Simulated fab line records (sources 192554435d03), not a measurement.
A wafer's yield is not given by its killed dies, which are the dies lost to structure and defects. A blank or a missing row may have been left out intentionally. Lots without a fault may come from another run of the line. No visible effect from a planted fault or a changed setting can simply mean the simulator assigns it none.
Matching of chambers | flow n5_finfet | N5_GATE_CUT_PECVD_57 on pecvd-02 has 3 sister chambers
The step deposits SiNx from SiH4/NH3/N2, target thk 21 nm. 14 wafers are shown with their chamber, then 7 later ones without.

## EACH WAFER AND ITS CHAMBER
wafer  | chamber | throttle_valve_pct (%) | showerhead_plenum_p_Torr (Torr) | heater_power_w (W)
L075.3 | 2       | 40.1                   | 5.20                            | 707
L075.4 | 1       | 41.6                   | 5.20                            | 833
L075.5 | 0       | 39.6                   | 5.23                            | 755
L077.2 | 2       | 40.1                   | 5.20                            | 662
L077.4 | 0       | 39.8                   | 5.23                            | 745
L077.5 | 1       | 41.7                   | 5.19                            | 850
L078.2 | 1       | 41.7                   | 5.20                            | 916
L078.5 | 2       | 40.1                   | 5.20                            | 739
L078.6 | 0       | 39.5                   | 5.24                            | 816
L081.2 | 0       | 39.9                   | 5.24                            | 779
L081.3 | 1       | 41.9                   | 5.19                            | 979
L081.4 | 1       | 41.5                   | 5.21                            | 983
L082.1 | 0       | 39.6                   | 5.23                            | 780
L082.2 | 1       | 41.5                   | 5.19                            | 900

SIGNATURES (means of the wafers above)
reading                  | chamber 0 | chamber 1 | chamber 2 | scatter within a chamber
throttle_valve_pct       | 39.680    | 41.650    | 40.100    | 0.142
showerhead_plenum_p_Torr | 5.2340    | 5.1967    | 5.2000    | 0.00642
heater_power_w           | 775.00    | 910.17    | 702.67    | 48.4
Rule: for a wafer and a chamber, the distance is found by dividing, reading by reading, the gap between the wafer's reading and the chamber's mean by the reading's scatter, squaring, summing and taking the root. The wafer belongs to the nearest chamber; if the next one is less than 2 further off, it can't be placed. The scatter is the square root of a quotient: the sum, over the shown wafers, of each reading's squared deviation from its chamber's mean, divided by wafers minus chambers.

## WAFERS WITH NO CHAMBER GIVEN
wafer  | throttle_valve_pct (%) | showerhead_plenum_p_Torr (Torr) | heater_power_w (W)
L082.4 | 40.0                   | 5.23                            | 806
L084.1 | 40.2                   | 5.20                            | 686
L084.3 | 41.6                   | 5.19                            | 925
L084.5 | 40.3                   | 5.21                            | 702
L086.1 | 39.7                   | 5.22                            | 706
L086.4 | 39.9                   | 5.22                            | 705
L086.5 | 41.8                   | 5.19                            | 962

## WHICH CHAMBER EACH WENT THROUGH
wafer  | from the rows above     | in truth
L082.4 | 0                       | 0
L084.1 | 2                       | 2
L084.3 | 1                       | 1
L084.5 | 2                       | 2
L086.1 | can't be placed: 0 or 2 | 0
L086.4 | can't be placed: 0 or 2 | 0
L086.5 | 1                       | 1
5 of 7 placed correctly. Unplaceable from these rows: 2, with the true chamber sitting among the candidates in 2. Number placed wrongly: 0.
